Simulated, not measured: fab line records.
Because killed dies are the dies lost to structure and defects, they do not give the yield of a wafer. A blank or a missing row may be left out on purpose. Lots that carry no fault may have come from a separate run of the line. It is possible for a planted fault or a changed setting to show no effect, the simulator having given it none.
Chamber matching	flow n5-finfet	rie-diel-03 running N5_BEOL_M3_STRIP_66: 4 sister chambers
The step strips in CF4. 4 wafers are shown with their chamber, then 11 later ones without.

EACH WAFER AND ITS CHAMBER
wafer	chamber	showerhead-plenum-p-Torr (Torr)
L082.5	3	1.89
L086.4	1	1.75
L086.5	0	1.79
L089.1	2	1.72

WAFERS WITH NO CHAMBER GIVEN
wafer	showerhead-plenum-p-Torr (Torr)
L089.3	1.75
L089.4	1.79
L091.3	1.75
L091.5	1.79
L091.6	1.88
L092.2	1.72
L092.5	1.75
L092.6	1.72
L095.2	1.75
L095.3	1.78
L095.5	1.75

EACH ONE'S CHAMBER
wafer	from the rows above	in truth
L089.3	1	1
L089.4	0	0
L091.3	1	1
L091.5	0	0
L091.6	3	3
L092.2	2	2
L092.5	1	1
L092.6	2	2
L095.2	1	1
L095.3	0	0
L095.5	1	1
Correctly placed: 11 of 11. Can't be placed from these rows: 0. 0 placed wrongly.
How it was worked out, from the rows above alone: a wafer's distance from a chamber is the root of the sum, over the readings, of the square of ((its reading less the chamber's mean) divided by the reading's scatter). If the next closest chamber is less than 2 further off than the closest, the wafer can't be placed; otherwise it belongs to the closest. A chamber's mean is the mean of its shown wafers. The scatter (one wafer shown for each chamber): square how far every hidden wafer sits from the nearest shown wafer, average those squares and take the square root.
